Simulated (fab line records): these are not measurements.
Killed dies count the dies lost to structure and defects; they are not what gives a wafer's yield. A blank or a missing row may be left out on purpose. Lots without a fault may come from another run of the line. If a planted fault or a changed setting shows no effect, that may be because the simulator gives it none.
What tool caused it? :: flow nand harc :: 6 lots (18 wafers sampled), 1 step of a 1302-step route

== WHAT THE GAUGES SHOWED, per wafer ==
NHARC_A_BLC_CD_MEAS_10: target cd 100 nm.
lot: L664
measured: day 23 11:52
on: cd sem-01
cd nm (nm): 100.8 100.5 101.0

lot: L668
measured: day 24 15:51
on: cd sem-01
cd nm (nm): 99.2 100.1 98.9

lot: L671
measured: day 26 06:52
on: cd sem-03
cd nm (nm): 100.1 100.0 100.2

lot: L678
measured: day 28 16:30
on: cd sem-03
cd nm (nm): 100.3 99.3 99.3

lot: L683
measured: day 30 19:11
on: cd sem-03
cd nm (nm): 100.2 100.7 99.3

lot: L684
measured: day 31 05:45
on: cd sem-03
cd nm (nm): 99.4 99.9 99.6

== TOOL THAT RAN EACH LOT (tool first, then ch and the chambers of the sampled wafers, then the start) ==
The record shows no process step preceding these readings.

== THE ANSWER, worked out from the rows above alone ==
Rule: what is usual is taken from the lots themselves. The widest of any qualifying gaps counts: lots, ordered by their means at a reading, are off when they make up no more than a third of the lots, leave a main group of 4 or more, and stand apart from it by 3 or more times the standard deviation of that group's means. A main group whose means are all the same, to the digits that the tables above print for the reading, isn't used. A lot without any number at a reading at which 4 lots or more have one is off too. Where the step has rows for the other lots, those lots are counted as sound.
No lot is off at any reading shown: from this, nothing can be told.

== WHAT THE SIMULATOR HAD INSERTED ==
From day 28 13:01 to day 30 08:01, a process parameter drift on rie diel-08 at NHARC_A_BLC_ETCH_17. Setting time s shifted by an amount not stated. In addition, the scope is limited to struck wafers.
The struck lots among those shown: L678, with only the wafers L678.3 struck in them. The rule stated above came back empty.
